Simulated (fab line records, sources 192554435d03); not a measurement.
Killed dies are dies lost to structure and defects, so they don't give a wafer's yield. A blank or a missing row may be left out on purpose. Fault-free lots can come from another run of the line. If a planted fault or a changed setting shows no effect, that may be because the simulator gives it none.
fab line records | flow n5-finfet
[record] lots = 3 | wafers = 8 | last-day = 19
route steps=1938 shown BEOL_M4@1099 BEOL_M5@1112 BEOL_M7@1308 PASSIVATION@1936
lots that met no fault: taken from a fault-free run of the same line
start-h: hours from the record's first day to the start of the lot's first wafer shown | wait-h: hours from the lot's prior step to this one | " unchanged from the row above | L1.1+2: one row covering several wafers at once | - no value, or no start was given | * or withheld: withheld | < > ~ a bound
route shown NAME@n: names a module that has steps shown in the file, with the first one's number in the route | usual: mean/standard deviation taken from wafers without a fault | same: alike in all rows | chamber/n: place in a boat | sites: the reading at each site | _std_site: standard deviation of those values | _edge_site: the outer-site mean with the inner-site mean subtracted | radius-mm: how far each site lies from the wafer's centre | mask NAME#n: copy n | behind: the most recent tool/chamber to have shaped the wafer | hold: the reason the lot was held/the length of the hold in hours/how it ended | device: names the non-switching transistor (n, p or np) | end of line: at the end of the route, the tests of the same wafers | step lacking rows: just its recipe | killed: dies that structure and defects cost at the first sort, which is not the same as the wafer's yield | map: per-die view of a wafer (x killed, . not killed, _ where there is no die)
set.NAME: the setting that was run; set.NAME@STEP: the one run at that earlier step | model.NAME: the simulator's own value behind a step, which no gauge read
certain route steps with their lots: each step a table, each wafer a row
services: when a tool's chamber went out of use (start-h, in hours from the record's first day, below 0 if earlier), for how many hours, and the reason
[[steps]]
[step N5_BEOL_M4_ANNEAL_95]
[recipe] temp-c = 400 | time-s = 240 | ambient = vacuum
[step N5_BEOL_M4_SPUTTER_96]
[recipe] material = Cu | target-thk-a = 45 | temp-c = -20 | chamber-pressure-pa = 0.07 | power-w = withheld | time-s = 8.29
[step N5_BEOL_M4_ECD_50]
[recipe] material = Cu | target-thk-a = 3000
[step N5_BEOL_M4_ANNEAL_51]
[recipe] temp-c = 225 | time-s = 90 | ambient = N2
[step N5_BEOL_M4_CMP_52]
[recipe] stop-on = SiOC | t-overpolish-s = 6.8 | down-force-psi = 1 | platen-rpm = 50 | clearing-platen-down-force-psi = 1.5 | clearing-platen-rpm = 50 | post-cmp-clean = cu-alkaline | target-thk-nm = 40 | clearing-platen-pad-velocity-m-s = 0.99484 | pad-velocity-m-s = 0.99484
[step N5_BEOL_M4_PRE_CLEAN_60]
[recipe] gas = NH3/H2 | time-s = 15 | temp-c = * | rf-power-w = 300
[step N5_BEOL_M4_CO_CAP_55]
[recipe] material = Co | target-thk-a = 20 | temp-c = 200 | precursor = CCTBA/H2 | pressure-torr = 30 | time-s = 102.1
[step N5_BEOL_M4_PRE_CLEAN_56]
[recipe] gas = NH3 | time-s = 15 | temp-c = withheld | rf-power-w = 300
[step N5_BEOL_M4_DEP_57]
[recipe] material = SiCN | target-thk-a = 80 | temp-c = withheld | precursor = 3MS/NH3 | pressure-torr = 3 | rf-w = 202 | time-s = 14
[step N5_BEOL_M4_RC_MEAS_101]
[usual] DIBL_N = 36.5/1.9 | DIBL_P = 36.7/2.1 | IOFF_N = 0.17/0.035 | IOFF_P = 0.22/0.042 | ION_N = 676/10 | ION_P = 462/8.1 | SS_N = 71.5/0.72 | SS_P = 73.4/0.7 | VT_N = 249/3.1 | VT_P = -250/3.9
lot.wafer | tool      | chamber | start-h | wait-h | DIBL_N[mV/V] | DIBL_P[mV/V] | IOFF_N[nA/um] | IOFF_P[nA/um] | ION_N[uA/um] | ION_P[uA/um] | SS_N[mV/dec] | SS_P[mV/dec] | VT_N[mV] | VT_P[mV]
L592.2    | prober-01 | 0       | 181.16  | 0.2    | 33.9         | 35.5         | 0.14          | 0.16          | 677          | 450          | 71.3         | 73.1         | 250      | -257
L592.3    | "         | 0       | "       | "      | 33.7         | 35.1         | 0.13          | 0.16          | 673          | 455          | 71.2         | 72.9         | 250      | -257
L592.5    | "         | 0       | "       | "      | 33.7         | 35.3         | 0.12          | 0.15          | 666          | 453          | 70.6         | 72.4         | 255      | -256
L607.3    | prober-02 | 0       | 279.86  | 0.3    | 36.6         | 35.9         | 0.18          | 0.25          | 679          | 466          | 71.1         | 73.5         | 249      | -244
L607.4    | "         | 0       | "       | "      | 36.9         | 37.4         | 0.19          | 0.29          | 694          | 482          | 71.2         | 73.7         | 246      | -239
L613.1    | prober-01 | 0       | 348.12  | 0.0    | 37.1         | 37.8         | 0.19          | 0.25          | 689          | 474          | 72.3         | 73.7         | 249      | -247
L613.2    | "         | 0       | "       | "      | 33.4         | 33.7         | 0.13          | 0.19          | 662          | 459          | 70.9         | 72.1         | 252      | -249
L613.6    | "         | 0       | "       | "      | 33.1         | 33.0         | 0.13          | 0.18          | 661          | 454          | 71.0         | 72.3         | 251      | -253
[step N5_BEOL_M5_ILD_DEP_00]
[recipe] material = SiCOH_lowk | target-thk-a = 1406.4 | temp-c = 300 | precursor = DEMS/porogen | pressure-torr = 5 | rf-w = 500 | time-s = 25.9
[step N5_BEOL_M5_CURE_79]
[recipe] temp-c = 385 | time-s = 240 | ambient = He/Ar | material = SiCOH_lowk
[step N5_BEOL_M5_PECVD_70]
[recipe] material = SiO2 | target-thk-a = 160 | temp-c = 400 | precursor = TEOS/O2 | pressure-torr = 5.5 | rf-w = 450 | teos-flow-sccm = 53.8 | gas = O2 | flow-sccm = 3000 | time-s = 18
[step N5_BEOL_M5_HM_DEP_02]
[recipe] material = TiN | target-thk-a = 200 | temp-c = 25 | chamber-pressure-pa = 0.49996
[step N5_BEOL_M5_COAT_59]
[recipe] resist = SOC | temp-c = 250 | time-s = 60 | spin-rpm = 1500 | resist-thk-nm = 60
[step N5_BEOL_M5_COAT_60]
[recipe] resist = SiARC | temp-c = 220 | time-s = 60 | spin-rpm = 1500 | resist-thk-nm = 12
[step N5_BEOL_M5_COAT_71]
[recipe] resist = underlayer | temp-c = 205 | time-s = 60 | spin-rpm = 1500 | resist-thk-nm = 5
[step N5_BEOL_M5_COAT_05]
[recipe] resist = CAR-EUV | spin-rpm = 1500 | resist-thk-nm = 30
[step N5_BEOL_M5_EBR_07]
[recipe] solvent = PGMEA | ebr-width-mm = 1.5
[step N5_BEOL_M5_SOFTBAKE_06]
[recipe] temp-c = 110 | time-s = 60 | resist = CAR-EUV
[step N5_BEOL_M5_EXPOSE_08]
[recipe] mask-id = M5 | na = 0.33 | source-shape = annular | sigma-inner = 0.4 | sigma-outer = 0.8 | polarization = unpolarized | target-cd-nm = 28 | dose-mj = 35.75
[step N5_BEOL_M5_PEB_09]
[recipe] peb-temp-c = 100 | peb-time-s = 60 | resist = CAR-EUV
[step N5_BEOL_M5_DEVELOP_10]
[recipe] develop-time-s = 30 | developer = TMAH | resist = CAR-EUV | rinse-liquid = surfactant-rinse | dry = air-spin | dev-temp-c = 23
[step N5_BEOL_M5_DESCUM_16]
[recipe] chemistry = O2 | time-s = 7 | source-power-w = 50 | bias-power-w = 20 | pressure-mtorr = 20 | rf-frequency-hz = 2.712e+07 | temp-c = 40 | resist = CAR-EUV | o2-flow-sccm = 225
[step N5_BEOL_M5_ETCH_72]
[recipe] chemistry = N2/H2 | target = underlayer | target-depth-a = 65 | mask-material = CAR-EUV | time-s = 5.2 | ion-energy-ev = 200 | pressure-mtorr = 30 | source-w = 840 | bias-w = 150 | n2-flow-sccm = 200 | h2-flow-sccm = 200 | ends = cleared
[step N5_BEOL_M5_ETCH_61]
[recipe] chemistry = CF4 | target = SiARC | target-depth-a = 156 | mask-material = CAR-EUV | time-s = 26 | ion-energy-ev = 80 | pressure-mtorr = 40 | source-w = 545 | bias-w = 36 | Ar_flow_sccm = 100 | cf4-flow-sccm = 100 | ends = cleared
[step N5_BEOL_M5_ETCH_62]
[recipe] chemistry = N2/H2 | target = SOC | target-depth-a = 750 | overetch-a = 150 | mask-material = SiARC | temp-c = 40 | time-s = 112.5 | ion-energy-ev = 200 | pressure-mtorr = 30 | source-w = 840 | bias-w = 150 | n2-flow-sccm = 200 | h2-flow-sccm = 200
[step N5_BEOL_M5_STRIP_63]
[recipe] chemistry = N2/H2 | temp-c = 40 | n2-flow-sccm = 200 | h2-flow-sccm = 200 | rf-frequency-hz = 6e+07
[step N5_BEOL_M5_STRIP_73]
[recipe] chemistry = N2/H2 | temp-c = 40 | n2-flow-sccm = 200 | h2-flow-sccm = 200 | rf-frequency-hz = 6e+07
[step N5_BEOL_M5_STRIP_64]
[recipe] chemistry = CF4 | resist = SiARC | power-w = 300 | bias-power-w = 75 | pressure-mtorr = 50 | cf4-flow-sccm = 150 | rf-frequency-hz = 6e+07
[step N5_BEOL_M5_HM_OPEN_17]
[recipe] chemistry = Cl2/BCl3 | target-depth-a = 200 | overetch-a = 60 | target = TiN | mask-material = SOC | ion-energy-ev = 150 | pressure-mtorr = 10 | icp-w = 1000 | bias-w = 126 | Cl2_flow_sccm = 53.25 | bcl3-flow-sccm = 21.75 | Ar_flow_sccm = 25
[step N5_BEOL_M5_STRIP_19]
[recipe] chemistry = O2 | power-w = 400 | temp-c = 40 | pressure-mtorr = 30 | rf-frequency-hz = 6e+07 | bias-power-w = 0 | overash-fraction = 0.2 | o2-flow-sccm = 225
[step N5_BEOL_M5_COAT_65]
[recipe] resist = SOC | temp-c = 250 | time-s = 60 | spin-rpm = 1500 | resist-thk-nm = 60
[step N5_BEOL_M5_COAT_66]
[recipe] resist = SiARC | temp-c = 220 | time-s = 60 | spin-rpm = 1500 | resist-thk-nm = 12
[step N5_BEOL_M7_TRENCH_ETCH_37]
[recipe] chemistry = C4F6/O2 | target-depth-a = 934.78 | target = SiCOH_lowk | time-s = 31.2 | ion-energy-ev = 250 | pressure-mtorr = 30 | source-w = 345 | bias-w = 185 | Ar_flow_sccm = 300 | C4F6_flow_sccm = 10 | O2_flow_sccm = 10
[usual] drypump-motor-current-A = 5.6/0.55 | oes_ar_750_au = 0.79/0.08 | oes-product-au = 0.79/0.087 | rf-vpp-V = 668/10 | showerhead-plenum-p-Torr = 2.85/0.099 | throttle-valve-pct = 21.02/0.28
lot.wafer | tool        | chamber | start-h | wait-h | drypump-motor-current-A | oes_ar_750_au | oes-product-au | rf-hours-counter-h | rf-vpp-V | showerhead-plenum-p-Torr | throttle-valve-pct | model.etch.depth-nm | model.BEOL_M7.feature-depth-nm | model.TiN_of_BEOL_M7_HM_DEP_02.thk-nm
L592.2    | rie-diel-03 | 0       | 210.47  | -      | 4.9                     | 0.76          | 0.75           | 167                | 667      | 2.72                     | 21.22              | 92.3                | 92.4                           | 17.6
L592.3    | "           | 2       | "       | "      | 6.2                     | 0.70          | 0.69           | 248                | 682      | 2.91                     | 20.98              | 93.1                | 93                             | 17.4
L592.5    | "           | 3       | "       | "      | 6.3                     | 0.94          | 0.94           | -                  | 657      | 2.82                     | 21.23              | 93.66               | 93.6                           | 17.6
L607.3    | rie-diel-03 | 0       | 306.94  | -      | 4.9                     | 0.73          | 0.74           | 196                | 667      | 2.71                     | 21.24              | 93.21               | 93.2                           | 17.6
L607.4    | "           | 3       | "       | "      | 6.3                     | 0.88          | 1.24           | 43                 | 657      | 2.81                     | 21.41              | 155.6               | 155.6                          | 15.8
L613.1    | rie-diel-03 | 3       | 370.23  | -      | 6.3                     | 0.85          | 0.85           | 63                 | 656      | 2.80                     | 21.34              | 93.77               | 93.8                           | 17.6
L613.2    | "           | 1       | "       | "      | 6.1                     | 0.68          | 0.67           | 223                | 659      | 2.81                     | 21.19              | 91.22               | 91.2                           | 17.8
L613.6    | "           | 3       | "       | "      | 6.3                     | 0.85          | 0.86           | -                  | 655      | 2.80                     | 21.32              | 94.17               | 94.2                           | 17.6
[step N5_BEOL_M7_OCD_MEAS_38]
[usual] trench-depth-nm = 93.4/1.9
lot.wafer | tool   | chamber | start-h | wait-h | trench-depth-nm
L592.2    | ocd-02 | -       | 210.63  | -      | 92.8
L592.3    | "      | -       | "       | "      | 92.9
L592.5    | "      | -       | "       | "      | 94.1
L607.3    | ocd-02 | -       | 307.10  | -      | 93.0
L607.4    | "      | -       | "       | "      | 155.8
L613.1    | ocd-02 | -       | 370.38  | -      | 94.0
L613.2    | "      | -       | "       | "      | 91.1
L613.6    | "      | -       | "       | "      | 94.9
[step N5_BEOL_M7_CMP_52]
[recipe] stop-on = SiCOH_lowk | t-overpolish-s = 6.9 | down-force-psi = 1 | platen-rpm = 50 | clearing-platen-down-force-psi = 1.5 | clearing-platen-rpm = 50 | post-cmp-clean = cu-alkaline | target-thk-nm = 80 | clearing-platen-pad-velocity-m-s = 0.99484 | pad-velocity-m-s = 0.99484
[usual] motor-current-A = 6.0/0.61
lot.wafer | tool   | chamber | start-h | wait-h | motor-current-A | model.Cu_of_BEOL_M7_ECD_50.thk-nm
L592.3    | cmp-01 | 3       | 213.23  | 0.2    | 5.3             | 81.4
L592.2    | "      | 1       | "       | "      | 6.1             | 81.6
L592.5    | "      | 3       | "       | "      | 5.3             | 81.2
L607.3    | cmp-01 | 0       | 309.21  | 0.2    | 6.8             | 81
L607.4    | "      | 3       | "       | "      | 5.4             | 144
L613.2    | cmp-03 | 1       | 372.57  | 0.3    | 6.7             | 78.4
L613.1    | "      | 2       | "       | "      | 6.1             | 79.4
L613.6    | "      | 3       | "       | "      | 5.0             | 81.2
[step N5_BEOL_M7_THK_MEAS_53]
[recipe] thk-meas-gauge = xrf | reads = Cu_of_BEOL_M7_ECD_50
[usual] M7_THK = 81.2/2
lot.wafer | tool          | chamber | start-h | wait-h | M7_THK[nm]
L592.2    | film-metro-01 | -       | 213.48  | -      | 82.0
L592.3    | "             | -       | "       | "      | 82.0
L592.5    | "             | -       | "       | "      | 82.0
L607.3    | film-metro-01 | -       | 309.51  | -      | 82.4
L607.4    | "             | -       | "       | "      | 145.9
L613.1    | film-metro-02 | -       | 372.79  | -      | 80.3
L613.2    | "             | -       | "       | "      | 79.3
L613.6    | "             | -       | "       | "      | 81.9
[step N5_BEOL_M7_RS_MEAS_57]
[recipe] thk-meas-gauge = four-point-probe | reads = Cu_of_BEOL_M7_ECD_50+Co_of_BEOL_M7_CVD_78+TaN_of_BEOL_M7_ALD_77
[usual] M7_RS = 0.285/0.0083
lot.wafer | tool          | chamber | start-h | wait-h | M7_RS[ohm/sq]
L592.2    | film-metro-01 | -       | 213.65  | 0.1    | 0.280
L592.3    | "             | -       | "       | "      | 0.281
L592.5    | "             | -       | "       | "      | 0.281
L607.3    | film-metro-01 | -       | 309.67  | 0.1    | 0.282
L607.4    | "             | -       | "       | "      | 0.147
L613.1    | film-metro-02 | -       | 372.92  | 0.1    | 0.288
L613.2    | "             | -       | "       | "      | 0.292
L613.6    | "             | -       | "       | "      | 0.281
[step N5_PASSIVATION_PROBE_49]
[usual] defect-limited-yield = 91.4/1.5 | killed_at_M0_to_M3 = 35/12 | killed_at_M4_up = 13/5.8 | killed-at-contacts = 12/5.5 | killed-at-front-end = 36/9.9 | killed-at-other = 4/3.7 | killed-dies = 101/18 | killed-on-rim = 13/4.1 | killed-open = 66/13 | killed-short = 33/8 | sort_bin_5_function = 5.0/1 | sort_bin_6_memory = 3.2/0.67 | sort-n-pass = 1079/18 | sort-yield-pct = 91.4/1.5
[same] gross-dies = 1180 | killed-at-back-side = 0 | sort_bin_4_leakage[%] = 0 | sort_bin_8_speed[%] = 0
lot.wafer | tool      | chamber | start-h | wait-h | defect-limited-yield[%] | killed_at_M0_to_M3 | killed_at_M4_up | killed-at-contacts | killed-at-front-end | killed-at-other | killed-dies | killed-on-rim | killed-open | killed-short | sort_bin_5_function[%] | sort_bin_6_memory[%] | sort-n-pass | sort-yield-pct[%]
L592.2    | prober-01 | -       | 290.79  | 0.1    | 91.8                    | 13                 | 6               | 13                 | 60                  | 5               | 97          | 10            | 71          | 26           | 4.9                    | 3.1                  | 1083        | 91.8
L592.3    | prober-01 | -       | 290.84  | 0.1    | 90.8                    | 35                 | 9               | 16                 | 42                  | 6               | 108         | 20            | 71          | 29           | 4.7                    | 3.5                  | 1072        | 90.8
L592.5    | prober-01 | -       | 290.94  | 0.2    | 92.1                    | 24                 | 18              | 11                 | 35                  | 5               | 93          | 10            | 62          | 31           | 5.0                    | 2.7                  | 1087        | 92.1
L607.4    | prober-01 | -       | 380.76  | 0.2    | 6.9                     | 62                 | 972             | 26                 | 27                  | 12              | 1099        | 139           | 86          | 45           | 7.5                    | 3.6                  | 81          | 6.9
// killed by level:class
L592.2 FIN_SAQP:geometric-particle:open=25 MOL_CONTACT_COAG:geometric-particle:open=9 FIN_SAQP:geometric-particle:short=8 STI_FIN_REVEAL:geometric-particle:open=5 DUMMY_GATE:geometric-particle:open=5 BEOL_M3:geometric-particle:open=5 MOL_CONTACT_COAG:geometric-particle:short=4 GATE_CUT:geometric-particle:open=4
L592.3 MOL_CONTACT_COAG:geometric-particle:open=14 BEOL_M0_SAQP:geometric-particle:open=12 BEOL_M0_SAQP:geometric-particle:short=9 HKMG_FIN:area-etch=8 FIN_SAQP:geometric-particle:short=6 FIN_SAQP:geometric-particle:open=6 STI_FIN_REVEAL:geometric-particle:open=5 BEOL_M2:geometric-particle:open=5
L592.5 FIN_SAQP:geometric-particle:open=11 MOL_CONTACT_COAG:geometric-particle:open=11 FIN_SAQP:geometric-particle:short=9 BEOL_M4:geometric-particle:open=7 BEOL_M0_SAQP:geometric-particle:short=6 BEOL_M0_SAQP:geometric-particle:open=6 STI_FIN_REVEAL:geometric-particle:open=5 DUMMY_GATE:geometric-particle:open=4
L607.4 BEOL_M7:area-etch=966 MOL_CONTACT_COAG:geometric-particle:open=21 BEOL_M3:geometric-particle:open=15 BEOL_M0_SAQP:geometric-particle:short=12 BEOL_M1:geometric-particle:open=11 BEOL_M2:geometric-particle:open=8 BEOL_M0_SAQP:geometric-particle:open=7 DUMMY_GATE:geometric-particle:open=6
// map L607.4 (x killed, . not)
_________________.xxxxxxx.xxx________________
______________x.xxxxxxx.xxxxxxxx_____________
___________.xxxxxxxxxxx.xxxxxxxx.xx__________
__________.xxxxxxxxxxxxxxxxxxxxxxxxx_________
________xxxxxxxxxxxxxxxxxxxxxxxxxx.xxx_______
_______xxx.xxxx.xxxxxxxxxxxxxx.xxxxxx.x______
______xxxxxxxxxxxxxxxxxxx.xxxxxx.xxxxx.x_____
_____.xxxxxxxx.xxxxxxxxxxxxx..xxxxxxxxxxx____
____xxxxxxxxxxxxxxxxxxxxxxxxxxxxx.xxx.xxxx___
___xxxxxxxxxxxxxxxxxxxxx.xxxxxxxxxxxxxxx.xx__
___xxxxxxxx.xxxxxxxxxxxxxxxxxxxxxxxxxxxxxxx__
__xxxxxx.xxxxxxxxxxxxxx.xxxxx.xxxxxxx.xxxxx._
__xxxxxxx.xxxxxxxxxxxxxxxxxxxxxxxxxxxxx.x.xx_
_xxxxxxxxxxxxxxxxxxxxxxxxxxxxxxxxxxxxxxxxx.xx
_xxx.xxxx.xxxxxxxxxxxxxxxxx.xxx.xxxxxxxxxxxxx
_xxxx..xx.x.xxxx.x.xxxxxxxxxxxxxxxxxxxxxxxxxx
_xxxxxxxxxxxxxxxxxxxxxxxxx.xxxxxxx.xxxxx.xxxx
_xxxxxxxxxxxxxxxxxxxxxxxxxxxxxxxxxxxxxxxxxxxx
_xxxxxxxxxxxxxxxxxxxxxxx.x.xxxx.xxxxxxxxx.xxx
_xxx.xxxxxxxxxxxxxxxx.xxxxxxxxxxxxxxxxxxxxxxx
_x.xxxxxxxxxxxxxx.xxxxxxx.xxxxxxxxxx.xxxxxxx.
__xxxxxxxxxxxxxxxxxxxxxxxxx.xx.xxxxxxxxxxxxx_
__xxxx.xxxxxxxxxxxxxxxxx.xxxxxxxxxxxxxx..xxx_
___xxxxxxxxxxxxxxxxxxxxxxx.xxxxxxxxxxxxxxxx__
___xxxxxx.xxxxxx.xxxxxxxxxxxxxxxxxxxxxxxxxx__
____xxxxxxxxx.xxxxxxxxxxxxxxxxxxxxx.xx.xxx___
_____xxxxxxxxxxxxxxxxxxxx.xxx.xx.xxxxxxxx____
______xxxxxxxxxxxxxxx.xxxxxxxxxxxxxxxxxx_____
_______xxxx.xxxxx.xxxxxxxx.xxxxxxxxxxxx______
________xxxxxxx.xxxxxxxxxxxxxxxxxxxxxx_______
__________xxxx.xxxxxxxxxxxxxxxxxxxxx_________
___________xxxxxxxxxxxxxxxxxxxxxxxx__________
______________xxxx.xxxxxxxxxxxxx_____________
_________________xxxxxxxxxxx.________________
// map L592.3 (x killed, . not)
_________________...x.......x________________
______________...x.x............_____________
___________.x.......x.........x....__________
__________xxx..........x............_________
________.........xx.........x........._______
_______.x..x...xx...x..................______
______.x..x..x.........................._____
_____............x..............x........____
____......................................___
___.........................x.x............__
___....x...................................__
__.........................................._
__......................x...............x..._
_......x....................x...x............
_x..........x.........x.......x........x.x...
_..................x......x........xxx.......
_x..x.........x...............x.....xxx...x..
_..x.....x...x..x....x......................x
_...x...x.......x..........................xx
_.........x.......x..........................
_.......x.x..............x................x..
__..............x...x....x...............xx._
__x......x.......x........x.......x........._
___...............................x......x.__
___x......x..x.................x..x........__
____...............................x......___
_____..x................x..........x.....____
______.x..........x.............x.x....._____
_______...................x.........x..______
________..x..........................._______
__________....x..............x..x..._________
___________x........x....x.x..x.x..__________
______________............x..x.._____________
_________________..x.........________________
[[services]]
tool        | chamber | start-h | hours | kind
rie-diel-03 | 0       | 196.77  | 6.4   | repair
cmp-01      | -       | 197.60  | 4.0   | pm
cmp-01      | -       | 201.60  | -     | consumable-replace:conditioner
cmp-01      | -       | 201.60  | -     | consumable-replace:pad
cmp-01      | -       | 206.87  | 0.6   | repair
rie-diel-03 | 2       | 216.52  | -     | clean
rie-diel-03 | 2       | 216.52  | -     | consumable-replace:focus-ring
rie-diel-03 | 2       | 216.52  | 17.4  | scheduled-down
rie-diel-03 | 2       | 216.52  | 17.4  | vent-cycle
cmp-03      | -       | 222.93  | 2.0   | repair
cmp-01      | -       | 232.37  | 3.3   | pm
cmp-03      | -       | 239.45  | 2.6   | repair
rie-diel-03 | -       | 253.91  | 0.7   | repair
cmp-03      | -       | 256.88  | 0.8   | repair
cmp-03      | -       | 265.70  | 3.4   | pm
cmp-03      | -       | 318.99  | 4.0   | pm
cmp-03      | -       | 322.99  | -     | consumable-replace:conditioner
cmp-03      | -       | 322.99  | -     | consumable-replace:pad
cmp-01      | -       | 365.02  | 7.7   | pm
[[key]]
[first-sign] step = N5_BEOL_M7_TRENCH_ETCH_37 | reading = oes-product-au | direction = up | sigmas = 5.2 | usual = 0.79 | struck = 1.24
[effect] step = N5_BEOL_M7_OCD_MEAS_38 | reading = trench-depth-nm | direction = up | sigmas = 33 | usual = 93.4 | struck = 155.8
[effect] step = N5_BEOL_M7_THK_MEAS_53 | reading = M7_THK | direction = up | sigmas = 32 | usual = 81.2 | struck = 145.9
[effect] step = N5_BEOL_M7_RS_MEAS_57 | reading = M7_RS | direction = down | sigmas = 17 | usual = 0.285 | struck = 0.147
[effect] step = N5_PASSIVATION_PROBE_49 | reading = killed_at_M4_up | direction = up | sigmas = 99+ | usual = 13 | struck = 972
[model-effect] step = N5_BEOL_M7_TRENCH_ETCH_37 | value = etch.depth-nm | without = 95.41 | struck = 155.6
[model-effect] step = N5_BEOL_M7_CMP_52 | value = Cu_of_BEOL_M7_ECD_50.thk-nm | without = 83.8 | struck = 144
[more-kills-born-at] N5_BEOL_M7_TRENCH_ETCH_37@rie-diel-03 = 966
met-at N5_BEOL_M7_TRENCH_ETCH_37
struck-wafers L607.4
later-rows-left-out L607.4
onset-between 210.47 306.94
[fault] kind = process-parameter-drift | tool = rie-diel-03 | chamber = - | onset-h = 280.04 | steps = N5_BEOL_M7_TRENCH_ETCH_37 | channel = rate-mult | offset = 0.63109 | shape = step | end-h = 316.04 | scope = struck-wafers-only
// later-rows-left-out: the simulator's readings of these wafers behind a module that went badly wrong aren't trusted and aren't shown, but for the sort
